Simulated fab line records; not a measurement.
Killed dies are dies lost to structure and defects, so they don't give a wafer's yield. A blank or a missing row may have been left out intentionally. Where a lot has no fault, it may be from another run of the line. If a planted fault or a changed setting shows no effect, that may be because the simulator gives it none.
Problem report, 8D (eight disciplines) form, completed by code ; flow nand-harc ; the parts of the form that need people (team, actions taken, sign-off) are left out

1. PROBLEM STATEMENT
Wafers without a fault read 827.2 s, standard deviation 0.53; run-length-s at NHARC_A_CHANNEL_HOLE_D1_ETCH_16 reads a mean of 605.5 s on 2 wafers belonging to 2 lots. That is -99 or more standard deviations from the usual mean.
The step: etches the open film in O2/COS, target depth 3100 nm, time 806 s.
Seen first at day 12 02:08 on rie-diel-10, wafer L608.6. At this step, 40 wafers from 14 lots have a number in the record. Rule for "out" (also "out of limits"): further than 4 standard deviations from the usual mean. Any other wafer with a number is counted as sound.

2. WHAT IT IS, AND WHAT IT ISN'T
question;is;is not
which readings at this step;run-length-s;drypump-motor-current-A, rf-vpp-V, showerhead-plenum-p-Torr, throttle-valve-pct
which lots;L608, L609;L599, L600, L602, L603, L604, L605, L606, L617, L618, L619, L620, L621
which wafers of those lots;L608.6, L609.6;L608.1, L609.1
read on which tools;rie-diel-10;rie-diel-12
when;from day 12 02:08;"up to then (22 sound wafers); but 16 sound wafers of L609, L617, L618, L619, L620, L621 came after"

3. THE SUSPECTS, EACH WITH WHAT RULES IT OUT
Counting: a tool at a process step up to the reading stays a suspect if it ran every lot that is out. Sound lots after the first of them don't rule it out here, since some wafers of a struck lot are sound.
- rie-diel-10 at NHARC_A_CHANNEL_HOLE_D1_ETCH_16 (etches the open film in O2/COS, target depth 3100 nm, time 806 s): kept. It ran every lot that is out, first L608 (day 12 02:08); its last sound lot up to then is L606 (day 11 14:34). Out on those wafers are its own readings of run-length-s.
- Within rie-diel-10 at NHARC_A_CHANNEL_HOLE_D1_ETCH_16: the wafers that are out ran in chambers 0, 2; their sound lot-mates ran in chambers 1, 3.
The count leaves rie-diel-10 at NHARC_A_CHANNEL_HOLE_D1_ETCH_16.

4. THE CAUSE (what the simulator had put in)
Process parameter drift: rie-diel-10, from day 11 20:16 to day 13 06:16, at NHARC_A_CHANNEL_HOLE_D1_ETCH_16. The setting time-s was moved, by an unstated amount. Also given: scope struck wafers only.
The count eliminated every tool but this one.

5. THE CHAIN OF EFFECTS, in route order
One row per reading whose mean, taken over the struck wafers that have a number, lies over 3 standard deviations from the usual. Scope: only readings with a usual standard deviation given in the record; hours: median across lots of the time from each lot's start at the first step in this table that gives one to its start at this step; sigmas: change in usual standard deviations.
hours;step;reading;usual;on struck wafers;change;sigmas
0;NHARC_A_CHANNEL_HOLE_D1_ETCH_16;run-length-s;827.2 s;605.5;-221.8;-99 or more
The process steps in it:
- NHARC_A_CHANNEL_HOLE_D1_ETCH_16: etches the open film in O2/COS, target depth 3100 nm, time 806 s.
Later steps that measure or inspect, where all struck wafers having a row at the step show a number for every such reading and not one has moved that far: NHARC_A_CHANNEL_HOLE_D1_CD_MEAS_18.

6. WHAT WOULD HAVE CAUGHT IT SOONER
First out-of-limits reading in this record: day 12 02:08, which is 6 hours after fault onset at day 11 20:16.
